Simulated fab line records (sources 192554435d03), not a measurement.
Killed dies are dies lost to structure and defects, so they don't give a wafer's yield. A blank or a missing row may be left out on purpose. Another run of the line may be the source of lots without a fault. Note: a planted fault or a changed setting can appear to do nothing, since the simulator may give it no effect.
Code-filled problem report in 8D (eight disciplines) form + flow n5Finfet + the parts of the form that need people (team, actions taken, sign-off) are left out

1. THE PROBLEM
At N5_BEOL_M4_CMP_52, timeToEndpointS averages 85 s over 3 wafers from 2 lots, while fault-free wafers read 63 s, standard deviation 4. That puts it +5.5 standard deviations away from the usual mean.
The step: polishes, stops on SiOC, t overpolish 6.8 s, target thk 40 nm.
First seen on wafer L176.1, day 9 11:40, on cmp-03. Wafers with a number at this step in the record: 30, from 10 lots. The rule behind "out" and "out of limits": a value lying over 4 standard deviations away from the usual mean. All remaining wafers that have a number are taken as sound.

2. WHAT THIS IS AND IS NOT
| question                    | is                     | is not                                                                                                        |
|-----------------------------|------------------------|---------------------------------------------------------------------------------------------------------------|
| which readings at this step | timeToEndpointS        | motorCurrentA                                                                                                 |
| which lots                  | L176, L177             | L175, L189, L192, L193, L194, L195, L196, L197                                                                |
| which wafers of those lots  | L176.1, L176.3, L177.1 | L176.6, L177.4, L177.5                                                                                        |
| read on which tools         | cmp-03                 | cmp-02, cmp-04                                                                                                |
| when                        | from day 9 11:40       | up to then (4 sound wafers); but 23 sound wafers of L177, L189, L192, L193, L194, L195, L196, L197 came after |

3. THE SUSPECTS, EACH WITH WHAT RULES IT OUT
Counting: a tool at a process step up to the reading stays a suspect if it ran every lot that is out. Sound lots after the first of them don't rule it out here, since some wafers of a struck lot are sound.
- pvdSputter-01 at N5_BEOL_M4_SPUTTER_88 (material Cu, target thk 4.5 nm, time 8.29 s): kept. Every lot that is out went through it, the first being L176 (day 9 09:57); the last sound lot it ran before that was L175 (day 8 15:22).
- pvdSputter-01 at N5_BEOL_M4_ANNEAL_89 (time 240 s): kept. Every lot that is out went through it, the first being L176 (day 9 10:02); the last sound lot it ran before that was L175 (day 8 15:26).
- pvdSputter-01 at N5_BEOL_M4_ANNEAL_91 (time 240 s): kept. Every lot that is out went through it, the first being L176 (day 9 10:15); the last sound lot it ran before that was L175 (day 8 15:40).
- ecdCu-02 at N5_BEOL_M4_ECD_50 (material Cu, target thk 300 nm): kept. Every lot that is out went through it, the first being L176 (day 9 10:57); the last sound lot it ran before that was L175 (day 8 16:22).
- cmp-03 at N5_BEOL_M4_CMP_52 (polishes, stops on SiOC, t overpolish 6.8 s, target thk 40 nm): kept. It ran every lot that is out, first L176 (day 9 11:40). Its own readings are out on those wafers: timeToEndpointS.
Left after counting: pvdSputter-01 at N5_BEOL_M4_SPUTTER_88, pvdSputter-01 at N5_BEOL_M4_ANNEAL_89, pvdSputter-01 at N5_BEOL_M4_ANNEAL_91, ecdCu-02 at N5_BEOL_M4_ECD_50, cmp-03 at N5_BEOL_M4_CMP_52.

4. THE CAUSE (what the simulator had put in)
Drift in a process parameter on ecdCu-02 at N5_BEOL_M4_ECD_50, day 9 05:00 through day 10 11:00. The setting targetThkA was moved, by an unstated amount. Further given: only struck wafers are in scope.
Counting leaves 5 suspects; this tool is one of them.

5. SEQUENCE OF EFFECTS, ordered by route
Rows list readings where the struck wafers' mean (over those with a number) sits beyond 3 standard deviations from the usual. Only readings for which the record gives a usual standard deviation are gone through. hours: the time from each lot's start at the first step in this table that gives one to its start at this step, as a median over the lots. sigmas: the change in usual standard deviations.
| hours | step              | reading         | usual | on struck wafers | change | sigmas |
|-------|-------------------|-----------------|-------|------------------|--------|--------|
| 0     | N5_BEOL_M4_CMP_52 | timeToEndpointS | 63 s  | 85               | +22    | +5.5   |
Here are the process steps it includes:
- N5_BEOL_M4_CMP_52: polishes, stops on SiOC, t overpolish 6.8 s, target thk 40 nm.
At these later measuring or inspecting steps, every struck wafer for which the step has a row has a number for every such reading, and none has moved that far: N5_BEOL_M4_RC_MEAS_101.

6. WHAT WOULD HAVE CAUGHT IT SOONER
First out-of-limits reading in this record: day 9 11:40, which is 7 hours after fault onset at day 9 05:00.
Lots out: 2; of these, L177 started N5_BEOL_M4_ECD_50 on ecdCu-02 after day 9 11:40. A hold on the tool at that time would have spared it.
